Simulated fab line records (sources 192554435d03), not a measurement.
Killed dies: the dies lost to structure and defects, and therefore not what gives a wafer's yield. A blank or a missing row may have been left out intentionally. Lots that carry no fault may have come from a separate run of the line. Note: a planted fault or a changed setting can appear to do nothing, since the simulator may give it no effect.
The same fault as seen by 3 desks -- flow n5Finfet -- what lay behind the numbers comes last; until then each desk has only its own

FROM THE METROLOGY DESK
Lot by lot, what the gauges showed, no matter which tool ran the lot: averages of those sampled wafers that carry a number. Any lot whose mean is over 4 standard deviations away from the usual mean is out of limits and marked OUT; that distance is given in the brackets.
Columns: A = cdNm at N5_BEOL_M9_CD_MEAS_18, usual 70.0 nm
lot,first seen here,A
L262,day 11 06:10,69.6
L268,day 12 08:04,69.7
L271,day 14 15:52,70.2
L273,day 14 19:47,70.2
L276,day 15 06:24,70.1
L270,day 15 10:16,69.9
L275,day 15 12:37,69.9
L277,day 15 19:21,69.5
L281,day 16 19:52,70.3
L283,day 17 20:46,70.2
This desk's verdict: no lot among the 10 shows anything out of limits.

THE DEFECT DESK
Inspection counts along the route, by lot: the mean over sampled wafers that carry a number. Any lot whose mean is over 4 standard deviations away from the usual mean is out of limits and marked OUT; that distance is given in the brackets.
Columns: A = rawDefectCount at N5_BEOL_M9_INSPECT_30, usual 415
lot,first seen here,A
L262,day 11 06:56,321
L268,day 12 09:38,512
L271,day 14 18:01,1006 (+5.9) OUT
L273,day 14 21:26,712
L276,day 15 07:06,431
L270,day 15 10:41,801
L275,day 15 13:43,496
L277,day 15 19:45,382
L281,day 16 23:25,366
L283,day 17 22:39,561
Finding of this desk: L271 out of limits; the first was L271 at day 14 18:01, on rawDefectCount at N5_BEOL_M9_INSPECT_30. L262, L268, L273, L276, L270, L275, L277, L281, L283 stayed within limits.

THE TOOL OWNER'S DESK: rieMetal-02
The tool's own readings at N5_BEOL_M9_HM_OPEN_17 (chemistry Cl2/BCl3, target TiN, target depth 20 nm, overetch 6 nm): means of the sampled wafers that have a number, for each lot that ran on this tool. Any lot whose mean is over 4 standard deviations away from the usual mean is out of limits and marked OUT; that distance is given in the brackets.
Columns: A = drypumpMotorCurrentA at N5_BEOL_M9_HM_OPEN_17, usual 5.96 A; B = oesProductAu at N5_BEOL_M9_HM_OPEN_17, usual 0.68 a.u.; C = throttleValvePct at N5_BEOL_M9_HM_OPEN_17, usual 22.03 %
lot,first seen here,A,B,C
L262,day 11 05:59,5.93,0.66,22.03
L271,day 14 15:41,6.03,0.65,22.20
L273,day 14 19:37,5.93,0.64,22.04
L270,day 15 10:06,5.94,0.64,22.04
This desk's verdict: no lot among the 4 shows anything out of limits.

ALL TOGETHER
The defect desk could have raised an alarm at day 14 18:01, on L271.
From the metrology desk's view, nothing was out of limits.
The tool owner's desk saw nothing out of limits.
The metrology desk has L271 on record, within its limits.
On record at the tool owner's desk: L271, within its limits.
Every lot named ran N5_BEOL_M9_HM_OPEN_17 on rieMetal-02.

WHAT WAS PUT IN BY THE SIMULATOR
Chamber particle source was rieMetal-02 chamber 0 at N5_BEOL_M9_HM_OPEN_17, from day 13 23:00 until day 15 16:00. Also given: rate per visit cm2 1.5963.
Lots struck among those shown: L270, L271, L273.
Hours from the fault's start to each desk's first reading out of limits: the defect desk, 19.
